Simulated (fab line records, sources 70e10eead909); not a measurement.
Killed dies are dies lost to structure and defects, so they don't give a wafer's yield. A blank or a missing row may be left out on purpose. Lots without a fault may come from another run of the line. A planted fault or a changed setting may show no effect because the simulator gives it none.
Chamber matching | flow nand_harc | NHARC_P_GATE_ETCH_104 on rie_diel-11: 4 sister chambers
The step etches the open film in CF4/CHF3, target depth 60 nm. 22 wafers are shown with their chamber, then 11 later ones without.

WAFERS WITH THEIR CHAMBER
wafer  | chamber | drypump_motor_current_A (A) | showerhead_plenum_p_Torr (Torr) | rf_vpp_V (V)
L078.2 | 0       | 5.2                         | 1.64                            | 372.8
L078.5 | 3       | 5.2                         | 1.48                            | 368.7
L078.6 | 2       | 5.9                         | 1.49                            | 368.7
L079.3 | 0       | 5.2                         | 1.64                            | 373.4
L079.4 | 3       | 5.2                         | 1.48                            | 367.6
L079.6 | 3       | 5.2                         | 1.48                            | 367.6
L082.1 | 2       | 5.9                         | 1.48                            | 366.7
L082.2 | 0       | 5.2                         | 1.63                            | 372.7
L082.4 | 3       | 5.2                         | 1.47                            | 367.4
L084.3 | 1       | 5.6                         | 1.47                            | 366.9
L084.4 | 0       | 5.2                         | 1.63                            | 371.1
L084.6 | 2       | 5.9                         | 1.48                            | 367.1
L085.1 | 3       | 5.2                         | 1.47                            | 367.5
L085.2 | 2       | 5.9                         | 1.48                            | 368.2
L085.5 | 0       | 5.2                         | 1.63                            | 372.8
L088.3 | 3       | 5.2                         | 1.47                            | 366.5
L088.4 | 2       | 5.8                         | 1.48                            | 368.4
L088.6 | 0       | 5.2                         | 1.63                            | 372.6
L090.1 | 0       | 5.2                         | 1.63                            | 371.0
L090.2 | 2       | 5.9                         | 1.48                            | 366.7
L090.6 | 0       | 5.2                         | 1.63                            | 373.2
L089.4 | 2       | 5.9                         | 1.48                            | 368.1

SIGNATURES (means of the wafers above)
reading                  | chamber 0 | chamber 1 | chamber 2 | chamber 3 | scatter within a chamber
drypump_motor_current_A  | 5.200     | 5.600     | 5.886     | 5.200     | 0.0218
showerhead_plenum_p_Torr | 1.6325    | 1.4700    | 1.4814    | 1.4750    | 0.00463
rf_vpp_V                 | 372.450   | 366.900   | 367.700   | 367.550   | 0.831
Rule: a wafer's distance from a chamber is the root of the sum, over the readings, of the square of ((its reading less the chamber's mean) divided by the reading's scatter). The wafer belongs to the nearest chamber; if the next one is less than 2 further off, it can't be placed. The scatter: the root of (the sum of the squares of (reading less its chamber's mean) over the shown wafers, divided by (wafers less chambers)).

WAFERS WITHOUT THEIR CHAMBER
wafer  | drypump_motor_current_A (A) | showerhead_plenum_p_Torr (Torr) | rf_vpp_V (V)
L089.5 | 5.2                         | 1.63                            | 371.9
L089.6 | 5.8                         | 1.48                            | 367.1
L093.2 | 5.2                         | 1.47                            | 367.9
L093.5 | 5.9                         | 1.48                            | 367.3
L093.6 | 5.2                         | 1.63                            | 373.8
L095.2 | 5.9                         | 1.48                            | 368.3
L095.3 | 5.2                         | 1.63                            | 372.8
L095.4 | 5.2                         | 1.63                            | 371.3
L097.4 | 5.7                         | 1.47                            | 368.0
L097.5 | 5.2                         | 1.47                            | 367.5
L097.6 | 5.9                         | 1.48                            | 367.0

WHICH CHAMBER EACH WENT THROUGH
wafer  | from the rows above | in truth
L089.5 | 0                   | 0
L089.6 | 2                   | 2
L093.2 | 3                   | 3
L093.5 | 2                   | 2
L093.6 | 0                   | 0
L095.2 | 2                   | 2
L095.3 | 0                   | 0
L095.4 | 0                   | 0
L097.4 | 1                   | 1
L097.5 | 3                   | 3
L097.6 | 2                   | 2
Placed correctly: 11 of 11. Can't be placed from these rows: 0. Placed wrongly: 0.
